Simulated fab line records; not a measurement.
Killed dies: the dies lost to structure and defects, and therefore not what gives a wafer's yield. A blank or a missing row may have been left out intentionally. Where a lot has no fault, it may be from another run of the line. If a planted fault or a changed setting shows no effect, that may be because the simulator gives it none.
fab line records | flow n5-finfet
[record] lots = 4 | wafers = 12 | last-day = 17
route steps=1938 shown BEOL_M4@1099 BEOL_M5@1112 BEOL_M9@1401 PASSIVATION@1936
lots that met no fault: taken from a fault-free run of the same line
start-h: start of the lot's first displayed wafer, in hours after the record's first day | wait-h: how many hours have passed since the lot's step before this one | " identical to the entry in the row above | L1.1+2: several wafers, shown together as one row | - either no value or no given start | * or withheld: withheld | < > ~ a bound
route shown NAME@n: names a module that has steps shown in the file, with the first one's number in the route | usual: mean/standard deviation taken from wafers without a fault | same: alike in all rows | chamber/n: place in a boat | sites: readings site by site | _std_site: standard deviation of those values | _edge_site: the outer-site mean with the inner-site mean subtracted | radius-mm: how far each site lies from the wafer's centre | mask NAME#n: copy n | behind: the last tool/chamber to shape the wafer | hold: why the lot went on hold/how many hours it stayed there/how the hold came to an end | device: transistor that didn't switch, given as n, p or np | end of line: the tests these same wafers got at the end of their route | step lacking rows: just its recipe | killed: dies lost to structure and defects at the first sort, not the wafer's yield | map: the dies of a wafer, with x for killed, . for not killed, _ for no die there
set.NAME: the run value of the setting; set.NAME@STEP: its run value at that earlier step | model.NAME: the simulator's own value behind a step, which no gauge read
lots at selected steps of the route; one table per step, one row per wafer
services: from which hour (start-h, from the record's first day; less than 0 if before it) a tool's chamber was out of use, for how many hours, and why
[[steps]]
[step N5_BEOL_M4_ANNEAL_95]
[recipe] temp-c = 400 | time-s = 240 | ambient = vacuum
[step N5_BEOL_M4_SPUTTER_96]
[recipe] material = Cu | target-thk-a = 45 | temp-c = -20 | chamber-pressure-pa = 0.07 | power-w = withheld | time-s = 8.29
[step N5_BEOL_M4_ECD_50]
[recipe] material = Cu | target-thk-a = 3000
[step N5_BEOL_M4_ANNEAL_51]
[recipe] temp-c = 225 | time-s = 90 | ambient = N2
[step N5_BEOL_M4_CMP_52]
[recipe] stop-on = SiOC | t-overpolish-s = 6.8 | down-force-psi = 1 | platen-rpm = 50 | clearing-platen-down-force-psi = 1.5 | clearing-platen-rpm = 50 | post-cmp-clean = cu-alkaline | target-thk-nm = 40 | clearing-platen-pad-velocity-m-s = 0.99484 | pad-velocity-m-s = 0.99484
[step N5_BEOL_M4_PRE_CLEAN_60]
[recipe] gas = NH3/H2 | time-s = 15 | temp-c = * | rf-power-w = 300
[step N5_BEOL_M4_CO_CAP_55]
[recipe] material = Co | target-thk-a = 20 | temp-c = 200 | precursor = CCTBA/H2 | pressure-torr = 30 | time-s = 102.1
[step N5_BEOL_M4_PRE_CLEAN_56]
[recipe] gas = NH3 | time-s = 15 | temp-c = withheld | rf-power-w = 300
[step N5_BEOL_M4_DEP_57]
[recipe] material = SiCN | target-thk-a = 80 | temp-c = withheld | precursor = 3MS/NH3 | pressure-torr = 3 | rf-w = 202 | time-s = 14
[step N5_BEOL_M4_RC_MEAS_101]
[usual] DIBL_N = 36.3/1.6 | DIBL_P = 36.4/2.1 | IOFF_N = 0.16/0.032 | IOFF_P = 0.22/0.044 | ION_N = 675/12 | ION_P = 463/8.3 | SS_N = 71.6/0.64 | SS_P = 73.3/0.67 | VT_N = 250/3.3 | VT_P = -250/3.7
lot.wafer | tool      | chamber | start-h | wait-h | DIBL_N[mV/V] | DIBL_P[mV/V] | IOFF_N[nA/um] | IOFF_P[nA/um] | ION_N[uA/um] | ION_P[uA/um] | SS_N[mV/dec] | SS_P[mV/dec] | VT_N[mV] | VT_P[mV]
L129.1    | prober-01 | 0       | 221.23  | 0.0    | 38.5         | 39.6         | 0.22          | 0.27          | 675          | 463          | 72.4         | 73.7         | 247      | -250
L129.5    | "         | 0       | "       | "      | 35.5         | 35.8         | 0.16          | 0.21          | 669          | 457          | 71.7         | 72.8         | 247      | -248
L129.6    | "         | 0       | "       | "      | 35.7         | 35.4         | 0.14          | 0.19          | 666          | 463          | 71.6         | 73.0         | 251      | -249
L137.2    | prober-01 | 0       | 254.86  | 0.2    | 37.6         | 37.0         | 0.17          | 0.28          | 682          | 475          | 72.1         | 72.7         | 250      | -244
L137.3    | "         | 0       | "       | "      | 40.7         | 41.1         | 0.23          | 0.41          | 683          | 480          | 73.0         | 75.3         | 246      | -240
L137.5    | "         | 0       | "       | "      | 37.5         | 37.5         | 0.17          | 0.29          | 677          | 472          | 72.6         | 73.3         | 248      | -242
L139.1    | prober-01 | 0       | 284.29  | 0.0    | 35.6         | 35.2         | 0.14          | 0.20          | 677          | 469          | 71.4         | 73.0         | 249      | -248
L139.3    | "         | 0       | "       | "      | 37.5         | 37.7         | 0.17          | 0.24          | 667          | 459          | 71.5         | 73.5         | 251      | -246
L139.6    | "         | 0       | "       | "      | 36.3         | 35.9         | 0.15          | 0.22          | 673          | 470          | 71.2         | 73.3         | 250      | -250
L143.1    | prober-02 | 0       | 300.26  | 0.0    | 35.5         | 35.0         | 0.14          | 0.19          | 671          | 459          | 71.4         | 72.9         | 250      | -247
L143.2    | "         | 0       | "       | "      | 38.9         | 39.4         | 0.20          | 0.25          | 672          | 458          | 72.8         | 73.9         | 248      | -247
L143.4    | "         | 0       | "       | "      | 37.8         | 37.6         | 0.18          | 0.23          | 685          | 468          | 72.6         | 73.3         | 249      | -248
[step N5_BEOL_M5_ILD_DEP_00]
[recipe] material = SiCOH_lowk | target-thk-a = 1406.4 | temp-c = 300 | precursor = DEMS/porogen | pressure-torr = 5 | rf-w = 500 | time-s = 25.9
[step N5_BEOL_M5_CURE_79]
[recipe] temp-c = 385 | time-s = 240 | ambient = He/Ar | material = SiCOH_lowk
[step N5_BEOL_M5_PECVD_70]
[recipe] material = SiO2 | target-thk-a = 160 | temp-c = 400 | precursor = TEOS/O2 | pressure-torr = 5.5 | rf-w = 450 | teos-flow-sccm = 53.8 | gas = O2 | flow-sccm = 3000 | time-s = 18
[step N5_BEOL_M5_HM_DEP_02]
[recipe] material = TiN | target-thk-a = 200 | temp-c = 25 | chamber-pressure-pa = 0.49996
[step N5_BEOL_M5_COAT_59]
[recipe] resist = SOC | temp-c = 250 | time-s = 60 | spin-rpm = 1500 | resist-thk-nm = 60
[step N5_BEOL_M5_COAT_60]
[recipe] resist = SiARC | temp-c = 220 | time-s = 60 | spin-rpm = 1500 | resist-thk-nm = 12
[step N5_BEOL_M5_COAT_71]
[recipe] resist = underlayer | temp-c = 205 | time-s = 60 | spin-rpm = 1500 | resist-thk-nm = 5
[step N5_BEOL_M5_COAT_05]
[recipe] resist = CAR-EUV | spin-rpm = 1500 | resist-thk-nm = 30
[step N5_BEOL_M5_EBR_07]
[recipe] solvent = PGMEA | ebr-width-mm = 1.5
[step N5_BEOL_M5_SOFTBAKE_06]
[recipe] temp-c = 110 | time-s = 60 | resist = CAR-EUV
[step N5_BEOL_M5_EXPOSE_08]
[recipe] mask-id = M5 | na = 0.33 | source-shape = annular | sigma-inner = 0.4 | sigma-outer = 0.8 | polarization = unpolarized | target-cd-nm = 28 | dose-mj = 35.75
[step N5_BEOL_M5_PEB_09]
[recipe] peb-temp-c = 100 | peb-time-s = 60 | resist = CAR-EUV
[step N5_BEOL_M5_DEVELOP_10]
[recipe] develop-time-s = 30 | developer = TMAH | resist = CAR-EUV | rinse-liquid = surfactant-rinse | dry = air-spin | dev-temp-c = 23
[step N5_BEOL_M5_DESCUM_16]
[recipe] chemistry = O2 | time-s = 7 | source-power-w = 50 | bias-power-w = 20 | pressure-mtorr = 20 | rf-frequency-hz = 2.712e+07 | temp-c = 40 | resist = CAR-EUV | o2-flow-sccm = 225
[step N5_BEOL_M5_ETCH_72]
[recipe] chemistry = N2/H2 | target = underlayer | target-depth-a = 65 | mask-material = CAR-EUV | time-s = 5.2 | ion-energy-ev = 200 | pressure-mtorr = 30 | source-w = 840 | bias-w = 150 | n2-flow-sccm = 200 | h2-flow-sccm = 200 | ends = cleared
[step N5_BEOL_M5_ETCH_61]
[recipe] chemistry = CF4 | target = SiARC | target-depth-a = 156 | mask-material = CAR-EUV | time-s = 26 | ion-energy-ev = 80 | pressure-mtorr = 40 | source-w = 545 | bias-w = 36 | Ar_flow_sccm = 100 | cf4-flow-sccm = 100 | ends = cleared
[step N5_BEOL_M5_ETCH_62]
[recipe] chemistry = N2/H2 | target = SOC | target-depth-a = 750 | overetch-a = 150 | mask-material = SiARC | temp-c = 40 | time-s = 112.5 | ion-energy-ev = 200 | pressure-mtorr = 30 | source-w = 840 | bias-w = 150 | n2-flow-sccm = 200 | h2-flow-sccm = 200
[step N5_BEOL_M5_STRIP_63]
[recipe] chemistry = N2/H2 | temp-c = 40 | n2-flow-sccm = 200 | h2-flow-sccm = 200 | rf-frequency-hz = 6e+07
[step N5_BEOL_M5_STRIP_73]
[recipe] chemistry = N2/H2 | temp-c = 40 | n2-flow-sccm = 200 | h2-flow-sccm = 200 | rf-frequency-hz = 6e+07
[step N5_BEOL_M5_STRIP_64]
[recipe] chemistry = CF4 | resist = SiARC | power-w = 300 | bias-power-w = 75 | pressure-mtorr = 50 | cf4-flow-sccm = 150 | rf-frequency-hz = 6e+07
[step N5_BEOL_M5_HM_OPEN_17]
[recipe] chemistry = Cl2/BCl3 | target-depth-a = 200 | overetch-a = 60 | target = TiN | mask-material = SOC | ion-energy-ev = 150 | pressure-mtorr = 10 | icp-w = 1000 | bias-w = 126 | Cl2_flow_sccm = 53.25 | bcl3-flow-sccm = 21.75 | Ar_flow_sccm = 25
[step N5_BEOL_M5_STRIP_19]
[recipe] chemistry = O2 | power-w = 400 | temp-c = 40 | pressure-mtorr = 30 | rf-frequency-hz = 6e+07 | bias-power-w = 0 | overash-fraction = 0.2 | o2-flow-sccm = 225
[step N5_BEOL_M5_COAT_65]
[recipe] resist = SOC | temp-c = 250 | time-s = 60 | spin-rpm = 1500 | resist-thk-nm = 60
[step N5_BEOL_M5_COAT_66]
[recipe] resist = SiARC | temp-c = 220 | time-s = 60 | spin-rpm = 1500 | resist-thk-nm = 12
[step N5_BEOL_M9_ILD_DEP_00]
[recipe] material = SiCOH_lowk | target-thk-a = 3085.1 | temp-c = 300 | precursor = DEMS/porogen | pressure-torr = 5 | rf-w = 500 | time-s = 58
[usual] chamber-pressure-Torr = 5.000/0.013 | heater-power-w = 322/50 | showerhead-plenum-p-Torr = 5.735/0.02 | throttle-valve-pct = 13.8/0.66
lot.wafer | tool     | chamber | start-h | wait-h | chamber-pressure-Torr | heater-power-w | showerhead-plenum-p-Torr | throttle-valve-pct
L129.1    | pecvd-02 | 1       | 263.65  | 0.0    | 4.978                 | 340            | 5.747                    | 13.7
L129.5    | "        | 1       | "       | "      | 4.988                 | 349            | 5.753                    | 13.9
L129.6    | "        | 0       | "       | "      | 5.004                 | 391            | 5.757                    | 14.2
L137.2    | pecvd-02 | 1       | 293.54  | 0.0    | 5.013                 | 286            | 5.764                    | 13.7
L137.3    | "        | 2       | "       | "      | 5.004                 | 339            | 5.709                    | 14.2
L137.5    | "        | 1       | "       | "      | 5.012                 | 296            | 5.755                    | 13.8
L137.2    | pecvd-02 | 1       | 293.80  | 0.2    | 4.997                 | 281            | 5.766                    | 13.9
L137.3    | "        | 2       | "       | "      | 5.016                 | 337            | 5.696                    | 14.1
L137.5    | "        | 1       | "       | "      | 4.982                 | 298            | 5.738                    | 13.9
L139.1    | pecvd-04 | 2       | 328.60  | 0.0    | 4.981                 | 267            | 5.715                    | 13.1
L139.3    | "        | 1       | "       | "      | 4.972                 | 333            | 5.743                    | 13.0
L139.6    | "        | 0       | "       | "      | 5.013                 | 230            | 5.740                    | 14.6
L139.1    | pecvd-04 | 2       | 328.86  | 0.2    | 5.012                 | 259            | 5.717                    | 12.9
L139.3    | "        | 1       | "       | "      | 4.990                 | 330            | 5.748                    | 13.0
L139.6    | "        | 0       | "       | "      | 4.975                 | 223            | 5.739                    | 14.8
L143.1    | pecvd-04 | 2       | 344.46  | 0.0    | 4.979                 | 311            | 5.725                    | 13.2
L143.2    | "        | 1       | "       | "      | 4.991                 | 323            | 5.749                    | 13.1
L143.4    | "        | 2       | "       | "      | 4.995                 | 315            | 5.730                    | 13.3
[step N5_BEOL_M9_CURE_71]
[recipe] temp-c = 385 | time-s = 240 | ambient = He/Ar | material = SiCOH_lowk
[usual] lamp-power-pct = 52.32/0.051 | wafer_temp_C_max = 386.7/0.5
lot.wafer | tool       | chamber | start-h | wait-h | lamp-power-pct | wafer_temp_C_max | model.SiCOH_lowk_of_BEOL_M9_ILD_DEP_00.thk-nm
L129.1    | uv-cure-02 | 2       | 263.78  | 0.1    | 52.29          | 387.3            | 262.4
L129.5    | "          | 2       | "       | "      | 52.37          | 386.5            | 266
L129.6    | "          | 2       | "       | "      | 52.22          | 386.6            | 268.8
L137.2    | uv-cure-02 | 2       | 293.95  | 0.1    | 52.37          | 386.9            | 546
L137.3    | "          | 2       | "       | "      | 52.34          | 386.1            | 543.8
L137.5    | "          | 2       | "       | "      | 52.38          | 386.8            | 547.6
L139.1    | uv-cure-03 | 2       | 328.93  | 0.0    | 52.31          | 386.6            | 540.4
L139.3    | "          | 2       | "       | "      | 52.28          | 386.0            | 554.6
L139.6    | "          | 2       | "       | "      | 52.32          | 387.1            | 563.4
L143.1    | uv-cure-03 | 1       | 344.59  | 0.1    | 52.41          | 386.8            | 263.4
L143.2    | "          | 1       | "       | "      | 52.21          | 387.2            | 265.6
L143.4    | "          | 1       | "       | "      | 52.34          | 386.4            | 269.4
[step N5_BEOL_M9_THK_MEAS_01]
[recipe] reads = SiCOH_lowk_of_BEOL_M9_ILD_DEP_00
[usual] M9_ILD_THK = 267/3.6
lot.wafer | tool          | chamber | start-h | wait-h | M9_ILD_THK[nm]
L129.1    | film-metro-01 | -       | 264.30  | 0.4    | 263
L129.5    | "             | -       | "       | "      | 266
L129.6    | "             | -       | "       | "      | 269
L137.2    | film-metro-02 | -       | 294.46  | 0.4    | 547
L137.3    | "             | -       | "       | "      | 544
L137.5    | "             | -       | "       | "      | 547
L139.1    | film-metro-02 | -       | 329.45  | 0.4    | 540
L139.3    | "             | -       | "       | "      | 555
L139.6    | "             | -       | "       | "      | 564
L143.1    | film-metro-01 | -       | 345.10  | 0.4    | 263
L143.2    | "             | -       | "       | "      | 265
L143.4    | "             | -       | "       | "      | 269
[step N5_BEOL_M9_CMP_52]
[recipe] stop-on = SiCOH_lowk | t-overpolish-s = 7 | down-force-psi = 1 | platen-rpm = 50 | clearing-platen-down-force-psi = 1.5 | clearing-platen-rpm = 50 | post-cmp-clean = cu-alkaline | target-thk-nm = 140 | clearing-platen-pad-velocity-m-s = 0.99484 | pad-velocity-m-s = 0.99484
[usual] barrier-field-endpoint-s = 28.8/0.79 | motor-current-A = 6.0/0.75 | overpolish-run-s = 6.999/0.0097 | retaining-ring-pressure-frac = 1.000/0.0048 | time-to-endpoint-s = 65.6/2.8
lot.wafer | tool   | chamber | start-h | wait-h | barrier-field-endpoint-s | motor-current-A | overpolish-run-s | retaining-ring-pressure-frac | time-to-endpoint-s | model.SiCOH_lowk_of_BEOL_M9_ILD_DEP_00.thk-nm
L129.1    | cmp-04 | 2       | 270.94  | 0.3    | 28.5                     | 6.0             | 7.000            | 1.000                        | 65.3               | 259.4
L129.6    | "      | 0       | "       | "      | 28.9                     | 5.5             | 6.998            | 0.999                        | 66.2               | 265.8
L129.5    | "      | 1       | "       | "      | 28.8                     | 5.2             | 7.003            | 0.998                        | 65.5               | 263
L137.2    | cmp-04 | 3       | 301.47  | 0.2    | 28.8                     | 7.1             | 6.999            | 1.000                        | 67.1               | 543
L137.3    | "      | 0       | "       | "      | 29.1                     | 5.5             | 7.003            | 1.002                        | 68.5               | 540.8
L137.5    | "      | 3       | "       | "      | 29.2                     | 7.2             | 7.000            | 1.001                        | 67.3               | 544.6
L139.3    | cmp-03 | 3       | 336.51  | 0.2    | 30.3                     | 5.8             | 7.000            | 0.999                        | 72.0               | 551.6
L139.1    | "      | 0       | "       | "      | 29.4                     | 5.5             | 6.992            | 1.002                        | 69.4               | 537.4
L139.6    | "      | 3       | "       | "      | 29.7                     | 6.0             | 6.992            | 0.993                        | 70.8               | 560.4
L143.1    | cmp-04 | 1       | 354.46  | 0.3    | 27.2                     | 5.2             | 7.013            | 1.000                        | 63.3               | 260.4
L143.2    | "      | 2       | "       | "      | 28.2                     | 6.2             | 7.003            | 0.998                        | 65.5               | 262.6
L143.4    | "      | 3       | "       | "      | 28.4                     | 7.5             | 7.003            | 1.007                        | 65.7               | 266.4
[step N5_PASSIVATION_PROBE_49]
[usual] defect-limited-yield = 91.4/1.2 | killed_at_M0_to_M3 = 35/11 | killed_at_M4_up = 14/6 | killed-at-contacts = 12/6.7 | killed-at-front-end = 37/9.7 | killed-at-other = 3.5/2.5 | killed-dies = 102/15 | killed-on-rim = 13/3.6 | killed-open = 67/12 | killed-short = 33/7.3 | sort_bin_5_function = 5.1/0.81 | sort_bin_6_memory = 3.2/0.65 | sort-n-pass = 1078/15 | sort-yield-pct = 91.4/1.2
[same] gross-dies = 1180 | killed-at-back-side = 0 | sort_bin_4_leakage[%] = 0 | sort_bin_8_speed[%] = 0
lot.wafer | tool      | chamber | start-h | wait-h | defect-limited-yield[%] | killed_at_M0_to_M3 | killed_at_M4_up | killed-at-contacts | killed-at-front-end | killed-at-other | killed-dies | killed-on-rim | killed-open | killed-short | sort_bin_5_function[%] | sort_bin_6_memory[%] | sort-n-pass | sort-yield-pct[%]
L137.2    | prober-01 | -       | 372.82  | 0.1    | 0                       | 179                | 958             | 12                 | 27                  | 4               | 1180        | 152           | 50          | 27           | 93.7                   | 3.7                  | 0           | 0
L137.3    | prober-01 | -       | 372.87  | 0.1    | 0                       | 112                | 1016            | 11                 | 41                  | 0               | 1180        | 152           | 66          | 30           | 95.4                   | 3.0                  | 0           | 0
L137.5    | prober-01 | -       | 372.97  | 0.2    | 0                       | 181                | 962             | 7                  | 29                  | 1               | 1180        | 152           | 65          | 29           | 92.5                   | 4.7                  | 0           | 0
L139.1    | prober-02 | -       | 390.19  | 0.0    | 0                       | 168                | 960             | 10                 | 36                  | 6               | 1180        | 152           | 58          | 43           | 93.3                   | 4.2                  | 0           | 0
L139.3    | prober-02 | -       | 390.29  | 0.1    | 0                       | 117                | 1015            | 10                 | 37                  | 1               | 1180        | 152           | 57          | 31           | 93.4                   | 4.0                  | 0           | 0
L139.6    | prober-02 | -       | 390.44  | 0.3    | 0                       | 169                | 961             | 9                  | 38                  | 3               | 1180        | 152           | 64          | 30           | 92.0                   | 5.2                  | 0           | 0
L143.2    | prober-02 | -       | 408.42  | 0.1    | 90.8                    | 33                 | 15              | 13                 | 46                  | 1               | 108         | 21            | 82          | 26           | 5.5                    | 3.6                  | 1072        | 90.8
// killed by level:class
L137.2 BEOL_M9:area-etch=951 BEOL_M3:unspecified=152 MOL_CONTACT_COAG:geometric-particle:open=10 FIN_SAQP:geometric-particle:short=9 STI_FIN_REVEAL:geometric-particle:open=9 BEOL_M0_SAQP:geometric-particle:open=9 BEOL_M0_SAQP:geometric-particle:short=7 BEOL_M2:geometric-particle:open=5
L137.3 BEOL_M9:area-etch=1006 BEOL_M3:unspecified=76 BEOL_M0_SAQP:geometric-particle:open=14 STI_FIN_REVEAL:geometric-particle:open=11 FIN_SAQP:geometric-particle:open=9 MOL_CONTACT_COAG:geometric-particle:open=8 BEOL_M0_SAQP:geometric-particle:short=7 BEOL_M1:geometric-particle:open=6
L137.5 BEOL_M9:area-etch=952 BEOL_M3:unspecified=134 STI_FIN_REVEAL:geometric-particle:open=13 BEOL_M0_SAQP:geometric-particle:short=10 BEOL_M2:geometric-particle:open=10 BEOL_M0_SAQP:geometric-particle:open=7 MOL_CONTACT_COAG:geometric-particle:open=7 BEOL_M3:geometric-particle:short=6
L139.1 BEOL_M9:area-etch=951 BEOL_M3:unspecified=128 STI_FIN_REVEAL:geometric-particle:open=11 BEOL_M0_SAQP:geometric-particle:short=10 BEOL_M0_SAQP:geometric-particle:open=7 BEOL_M3:geometric-particle:open=7 BEOL_M3:geometric-particle:short=7 BEOL_M4:geometric-particle:open=7
L139.3 BEOL_M9:area-etch=1012 BEOL_M3:unspecified=80 BEOL_M0_SAQP:geometric-particle:open=11 MOL_CONTACT_COAG:geometric-particle:open=9 GATE_CUT:geometric-particle:short=9 BEOL_M0_SAQP:geometric-particle:short=9 STI_FIN_REVEAL:geometric-particle:open=7 DUMMY_GATE:geometric-particle:open=5
L139.6 BEOL_M9:area-etch=944 BEOL_M3:unspecified=142 STI_FIN_REVEAL:geometric-particle:open=10 FIN_SAQP:geometric-particle:short=9 BEOL_M3:geometric-particle:open=9 MOL_CONTACT_COAG:geometric-particle:open=7 GATE_CUT:geometric-particle:short=6 BEOL_M4:geometric-particle:open=6
L143.2 FIN_SAQP:geometric-particle:open=27 BEOL_M1:geometric-particle:open=18 MOL_CONTACT_COAG:geometric-particle:open=10 FIN_SAQP:geometric-particle:short=9 BEOL_M3:geometric-particle:open=6 BEOL_M2:geometric-particle:open=4 BEOL_M4:geometric-particle:open=4 BEOL_M8:geometric-particle:short=4
// map L137.2 (x killed, . not)
_________________xxxxxxxxxxxx________________
______________xxxxxxxxxxxxxxxxxx_____________
___________xxxxxxxxxxxxxxxxxxxxxxxx__________
__________xxxxxxxxxxxxxxxxxxxxxxxxxx_________
________xxxxxxxxxxxxxxxxxxxxxxxxxxxxxx_______
_______xxxxxxxxxxxxxxxxxxxxxxxxxxxxxxxx______
______xxxxxxxxxxxxxxxxxxxxxxxxxxxxxxxxxx_____
_____xxxxxxxxxxxxxxxxxxxxxxxxxxxxxxxxxxxx____
____xxxxxxxxxxxxxxxxxxxxxxxxxxxxxxxxxxxxxx___
___xxxxxxxxxxxxxxxxxxxxxxxxxxxxxxxxxxxxxxxx__
___xxxxxxxxxxxxxxxxxxxxxxxxxxxxxxxxxxxxxxxx__
__xxxxxxxxxxxxxxxxxxxxxxxxxxxxxxxxxxxxxxxxxx_
__xxxxxxxxxxxxxxxxxxxxxxxxxxxxxxxxxxxxxxxxxx_
_xxxxxxxxxxxxxxxxxxxxxxxxxxxxxxxxxxxxxxxxxxxx
_xxxxxxxxxxxxxxxxxxxxxxxxxxxxxxxxxxxxxxxxxxxx
_xxxxxxxxxxxxxxxxxxxxxxxxxxxxxxxxxxxxxxxxxxxx
_xxxxxxxxxxxxxxxxxxxxxxxxxxxxxxxxxxxxxxxxxxxx
_xxxxxxxxxxxxxxxxxxxxxxxxxxxxxxxxxxxxxxxxxxxx
_xxxxxxxxxxxxxxxxxxxxxxxxxxxxxxxxxxxxxxxxxxxx
_xxxxxxxxxxxxxxxxxxxxxxxxxxxxxxxxxxxxxxxxxxxx
_xxxxxxxxxxxxxxxxxxxxxxxxxxxxxxxxxxxxxxxxxxxx
__xxxxxxxxxxxxxxxxxxxxxxxxxxxxxxxxxxxxxxxxxx_
__xxxxxxxxxxxxxxxxxxxxxxxxxxxxxxxxxxxxxxxxxx_
___xxxxxxxxxxxxxxxxxxxxxxxxxxxxxxxxxxxxxxxx__
___xxxxxxxxxxxxxxxxxxxxxxxxxxxxxxxxxxxxxxxx__
____xxxxxxxxxxxxxxxxxxxxxxxxxxxxxxxxxxxxxx___
_____xxxxxxxxxxxxxxxxxxxxxxxxxxxxxxxxxxxx____
______xxxxxxxxxxxxxxxxxxxxxxxxxxxxxxxxxx_____
_______xxxxxxxxxxxxxxxxxxxxxxxxxxxxxxxx______
________xxxxxxxxxxxxxxxxxxxxxxxxxxxxxx_______
__________xxxxxxxxxxxxxxxxxxxxxxxxxx_________
___________xxxxxxxxxxxxxxxxxxxxxxxx__________
______________xxxxxxxxxxxxxxxxxx_____________
_________________xxxxxxxxxxxx________________
// map L139.1 (x killed, . not)
_________________xxxxxxxxxxxx________________
______________xxxxxxxxxxxxxxxxxx_____________
___________xxxxxxxxxxxxxxxxxxxxxxxx__________
__________xxxxxxxxxxxxxxxxxxxxxxxxxx_________
________xxxxxxxxxxxxxxxxxxxxxxxxxxxxxx_______
_______xxxxxxxxxxxxxxxxxxxxxxxxxxxxxxxx______
______xxxxxxxxxxxxxxxxxxxxxxxxxxxxxxxxxx_____
_____xxxxxxxxxxxxxxxxxxxxxxxxxxxxxxxxxxxx____
____xxxxxxxxxxxxxxxxxxxxxxxxxxxxxxxxxxxxxx___
___xxxxxxxxxxxxxxxxxxxxxxxxxxxxxxxxxxxxxxxx__
___xxxxxxxxxxxxxxxxxxxxxxxxxxxxxxxxxxxxxxxx__
__xxxxxxxxxxxxxxxxxxxxxxxxxxxxxxxxxxxxxxxxxx_
__xxxxxxxxxxxxxxxxxxxxxxxxxxxxxxxxxxxxxxxxxx_
_xxxxxxxxxxxxxxxxxxxxxxxxxxxxxxxxxxxxxxxxxxxx
_xxxxxxxxxxxxxxxxxxxxxxxxxxxxxxxxxxxxxxxxxxxx
_xxxxxxxxxxxxxxxxxxxxxxxxxxxxxxxxxxxxxxxxxxxx
_xxxxxxxxxxxxxxxxxxxxxxxxxxxxxxxxxxxxxxxxxxxx
_xxxxxxxxxxxxxxxxxxxxxxxxxxxxxxxxxxxxxxxxxxxx
_xxxxxxxxxxxxxxxxxxxxxxxxxxxxxxxxxxxxxxxxxxxx
_xxxxxxxxxxxxxxxxxxxxxxxxxxxxxxxxxxxxxxxxxxxx
_xxxxxxxxxxxxxxxxxxxxxxxxxxxxxxxxxxxxxxxxxxxx
__xxxxxxxxxxxxxxxxxxxxxxxxxxxxxxxxxxxxxxxxxx_
__xxxxxxxxxxxxxxxxxxxxxxxxxxxxxxxxxxxxxxxxxx_
___xxxxxxxxxxxxxxxxxxxxxxxxxxxxxxxxxxxxxxxx__
___xxxxxxxxxxxxxxxxxxxxxxxxxxxxxxxxxxxxxxxx__
____xxxxxxxxxxxxxxxxxxxxxxxxxxxxxxxxxxxxxx___
_____xxxxxxxxxxxxxxxxxxxxxxxxxxxxxxxxxxxx____
______xxxxxxxxxxxxxxxxxxxxxxxxxxxxxxxxxx_____
_______xxxxxxxxxxxxxxxxxxxxxxxxxxxxxxxx______
________xxxxxxxxxxxxxxxxxxxxxxxxxxxxxx_______
__________xxxxxxxxxxxxxxxxxxxxxxxxxx_________
___________xxxxxxxxxxxxxxxxxxxxxxxx__________
______________xxxxxxxxxxxxxxxxxx_____________
_________________xxxxxxxxxxxx________________
[[services]]
tool       | chamber | start-h | hours | kind
pecvd-02   | 0       | 241.45  | 3.9   | repair
cmp-03     | -       | 270.53  | 4.2   | repair
uv-cure-03 | -       | 271.16  | 7.7   | repair
uv-cure-02 | -       | 290.74  | 1.0   | pm
pecvd-04   | -       | 296.71  | 4.4   | repair
uv-cure-02 | -       | 298.68  | 10.4  | repair
cmp-03     | -       | 306.56  | 5.8   | pm
pecvd-02   | 1       | 314.06  | 5.5   | scheduled-down
pecvd-04   | 0       | 336.82  | -     | clean
pecvd-04   | 0       | 336.82  | 29.5  | scheduled-down
pecvd-04   | 0       | 336.82  | 29.5  | vent-cycle
cmp-03     | -       | 338.77  | 7.0   | repair
[[key]]
[first-sign] step = N5_BEOL_M9_ILD_DEP_00 | reading = visit | direction = added
[effect] step = N5_BEOL_M9_THK_MEAS_01 | reading = M9_ILD_THK | direction = up | sigmas = 79 | usual = 267 | struck = 549
[effect] step = N5_PASSIVATION_PROBE_49 | reading = killed_at_M4_up | direction = up | sigmas = 99+ | usual = 14 | struck = 979
[model-effect] step = N5_BEOL_M9_CURE_71 | value = SiCOH_lowk_of_BEOL_M9_ILD_DEP_00.thk-nm | without = 270.3 | struck = 549.3
[model-effect] step = N5_BEOL_M9_CMP_52 | value = SiCOH_lowk_of_BEOL_M9_ILD_DEP_00.thk-nm | without = 267.3 | struck = 546.3
[more-kills-born-at] N5_BEOL_M9_ETCH_41@rie-diel-05 = 5816
met-at N5_BEOL_M9_ILD_DEP_00
struck-wafers L137.2,L137.3,L137.5,L139.1,L139.3,L139.6
later-rows-left-out L137.2,L137.3,L137.5,L139.1,L139.3,L139.6
[earlier-fault] kind = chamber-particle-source | tool = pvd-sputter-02 | chamber = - | onset-h = 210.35 | steps = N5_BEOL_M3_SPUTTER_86 | rate-per-visit-cm2 = 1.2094
[fault] kind = repeated-step-whole | tool = pecvd-02,pecvd-03,pecvd-04 | chamber = - | onset-h = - | steps = N5_BEOL_M9_ILD_DEP_00 | times = 1 | scope = struck-lots-only
// later-rows-left-out: the simulator's readings of these wafers behind a module that went badly wrong aren't trusted and aren't shown, but for the sort
